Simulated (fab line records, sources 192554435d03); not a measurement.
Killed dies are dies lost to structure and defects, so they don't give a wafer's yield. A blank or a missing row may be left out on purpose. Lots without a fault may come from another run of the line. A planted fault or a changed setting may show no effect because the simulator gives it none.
Chamber matching | flow n5_finfet | N5_BEOL_M2_ALD_84 on ald_metal-02: 4 sister chambers
The step deposits TaN, pulse time 2 s, purge time 3 s, co reactant purge time 2 s. 4 wafers are shown with their chamber, then 12 later ones without.

WAFERS WITH THEIR CHAMBER
wafer  | chamber | heater_power_w (W)
L079.1 | 2       | 399
L090.2 | 0       | 434
L090.3 | 3       | 418
L090.4 | 1       | 559

WAFERS WITHOUT THEIR CHAMBER
wafer  | heater_power_w (W)
L093.1 | 441
L093.4 | 558
L093.5 | 425
L095.2 | 410
L095.3 | 450
L095.5 | 395
L096.1 | 433
L096.2 | 564
L096.3 | 431
L096.4 | 393
L096.5 | 446
L096.6 | 552

WHICH CHAMBER EACH WENT THROUGH
wafer  | from the rows above     | in truth
L093.1 | 0                       | 0
L093.4 | 1                       | 1
L093.5 | can't be placed: 3 or 0 | 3
L095.2 | can't be placed: 3 or 2 | 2
L095.3 | 0                       | 0
L095.5 | 2                       | 2
L096.1 | can't be placed: 0 or 3 | 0
L096.2 | 1                       | 1
L096.3 | can't be placed: 0 or 3 | 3
L096.4 | 2                       | 2
L096.5 | 0                       | 0
L096.6 | 1                       | 1
Placed correctly: 8 of 12. Can't be placed from these rows: 4 (the true chamber is among the candidates in 4). Placed wrongly: 0.
How it was worked out, from the rows above alone: a wafer's distance from a chamber is the root of the sum, over the readings, of the square of ((its reading less the chamber's mean) divided by the reading's scatter). The wafer belongs to the nearest chamber; if the next one is less than 2 further off, it can't be placed. A chamber's mean is the mean of its shown wafers. The scatter: with one shown wafer a chamber, the root of the mean of the squares of how far each hidden wafer lies from its nearest shown one.
